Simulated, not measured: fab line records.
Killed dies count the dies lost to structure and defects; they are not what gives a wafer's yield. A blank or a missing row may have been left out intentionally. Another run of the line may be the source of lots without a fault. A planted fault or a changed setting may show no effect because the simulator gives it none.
Struck lot and sound lot, side by side | flow n5 finfet | 16 out of 1938 route steps
Sound: the wafers L584.2, L584.5, L584.6. Struck: wafer L586.4 (left out: L586.2, L586.6 of the same lot, which were not struck); the cause appears at the end.
For every step that has rows: the tool of each side, followed by ch and its chambers, followed by its first start. Under that, the readings that differ: sound wafers | struck wafers | difference of the means | sigmas: that difference in standard deviations of wafers without a fault.
alike: same words and numbers on both sides, and readings whose means sit less than 2 such deviations apart. not compared: any withheld reading, any reading some wafer has no value for, any bound like >300 that may hide the same value, and any number with overlapping values for which the record gives no deviation.
Wherever a step has rows on one side only, a row that says differs or no value, or a row with sigmas, the two part there. Non-overlapping numbers with no deviation appear without sigmas and do not part them. A reading missing from all wafers of one side parts the sides only when that side holds two or more wafers.

first, 1 step without rows for these wafers: N5_SD_EPI_P_DEVELOP_08 (develop time 30 s).
N5_SD_EPI_P_CD_MEAS_09: target cd 240 nm.
  sound on cd sem-03 ch 0, day 4 16:18; struck on cd sem-03 ch 0, day 5 08:11
  alike: cd nm
N5_SD_EPI_P_OVL_MEAS_10:
  sound on overlay-01 ch 0, day 4 16:20; struck on overlay-02 ch 0, day 5 08:13
  alike: SD_P_BLK_OVL
N5_SD_EPI_P_INSPECT_11: inspects for defects (macro).
  sound: defect inspect-02 at day 4 16:21; struck: defect inspect-01 at day 5 08:14
  reading          | sound | struck | difference | sigmas
  raw defect count | 3 4 2 | 6      | +3         | +2
N5_SD_EPI_P_DESCUM_14: chemistry O2, time 7.9 s.
  sound on rie diel-04 ch 0,2,3, day 4 16:23; struck on rie diel-03 ch 0, day 5 08:16
  alike: drypump motor current A, oes product au, rf vpp V, showerhead plenum p Torr, throttle valve pct
  not compared: rf hours counter h
N5_SD_EPI_P_ETCH_36: etches SiARC in CF4, target depth 45.5 nm, time 75.8 s.
  sound on rie diel-04 ch 0,2,3, day 4 16:25; struck on rie diel-03 ch 0, day 5 08:19
  alike: drypump motor current A, etch rf on time s, oes product au, rf vpp V, showerhead plenum p Torr, throttle valve pct
  not compared: rf hours counter h
N5_SD_EPI_P_ETCH_37: etches SOC in N2/H2, overetch 108 nm, time 486 s.
  sound on rie diel-04 ch 0,2,3, day 4 16:29; struck on rie diel-03 ch 0, day 5 08:22
  alike: drypump motor current A, h2 flow sccm, oes product au, rf vpp V, showerhead plenum p Torr, throttle valve pct
  not compared: rf hours counter h
then, 1 step without rows for these wafers: N5_SD_EPI_P_STRIP_38 (strips in N2/H2).
N5_SD_EPI_P_ETCHBACK_46: etches SiNx in CH3F/O2, stops on SiO2, target depth 17.5 nm.
  sound on rie diel-04 ch 0,2,3, day 4 16:48; struck on rie diel-03 ch 0, day 5 08:41
  alike: drypump motor current A, oes product au, rf vpp V, showerhead plenum p Torr, throttle valve pct
  not compared: rf hours counter h
N5_SD_EPI_P_ETCH_47: etches SiOCN in CH3F/O2, target depth 25 nm.
  sound on rie diel-04 ch 0,2,3, day 4 16:54; struck on rie diel-03 ch 0, day 5 08:47
  alike: drypump motor current A, oes product au, rf vpp V, showerhead plenum p Torr, throttle valve pct
  not compared: rf hours counter h
then, 2 steps without rows for these wafers: N5_SD_EPI_P_ETCH_16 (etches SiO2 in CHF3/O2, target depth 5 nm); N5_SD_EPI_P_STRIP_50 (strips in CHF3/O2).
N5_SD_EPI_P_SD_RECESS_17: chemistry HBr/Cl2/O2, target depth 39.1 nm, bt time 3 s.
  sound on rie si-01 ch 1,2,3, day 4 17:04; struck on rie si-04 ch 1, day 5 08:58
  reading                              | sound             | struck | difference | sigmas
  model.SD_EPI_P.feature depth nm (nm) | 39.2 39.6 40      | 34.4   | -5.2       |
  model.etch.depth nm (nm)             | 39.23 39.51 39.97 | 34.41  | -5.16      |
  alike: drypump motor current A, oes product au, throttle valve pct
  not compared: rf hours counter h
then, 1 step without rows for these wafers: N5_SD_EPI_P_WET_ETCH_45 (etches SiO2 in dHF, time 10.7 s, target depth 2 nm, rinse time 30 s).
-- the record jumps here: 5 days lie between the struck wafers' starts before and after (it left off in module SD_EPI_P and takes up again in module BEOL_M4, whose first step shown is number 1111 of the route) --
N5_BEOL_M4_RC_MEAS_101:
  sound on prober-02 ch 0, day 9 08:14; struck on prober-01 ch 0, day 10 00:43
  alike: DIBL_N, DIBL_P, IOFF_N, IOFF_P, ION_N, ION_P, SS_N, SS_P, VT_N, VT_P
-- the record jumps here: 4 days lie between the struck wafers' starts before and after (it left off in module BEOL_M4 and takes up again in module PASSIVATION, whose first step shown is number 1936 of the route) --
N5_PASSIVATION_PROBE_49:
  sound: prober-01 at day 12 19:44; struck: prober-01 at day 13 15:52
  alike: defect limited yield, killed_at_M0_to_M3, killed_at_M4_up, killed at contacts, killed at front end, killed at other, killed dies, killed open, killed short, sort_bin_5_function, sort_bin_6_memory, sort n pass, sort yield pct

## WHERE THEY PART
Only at N5_SD_EPI_P_INSPECT_11, within this record. Later steps at which nothing parts them and some readings are alike: N5_SD_EPI_P_DESCUM_14, N5_SD_EPI_P_ETCH_36, N5_SD_EPI_P_ETCH_37, N5_SD_EPI_P_ETCHBACK_46, N5_SD_EPI_P_ETCH_47, N5_SD_EPI_P_SD_RECESS_17, N5_BEOL_M4_RC_MEAS_101, N5_PASSIVATION_PROBE_49.

WHY: whatever the simulator had introduced
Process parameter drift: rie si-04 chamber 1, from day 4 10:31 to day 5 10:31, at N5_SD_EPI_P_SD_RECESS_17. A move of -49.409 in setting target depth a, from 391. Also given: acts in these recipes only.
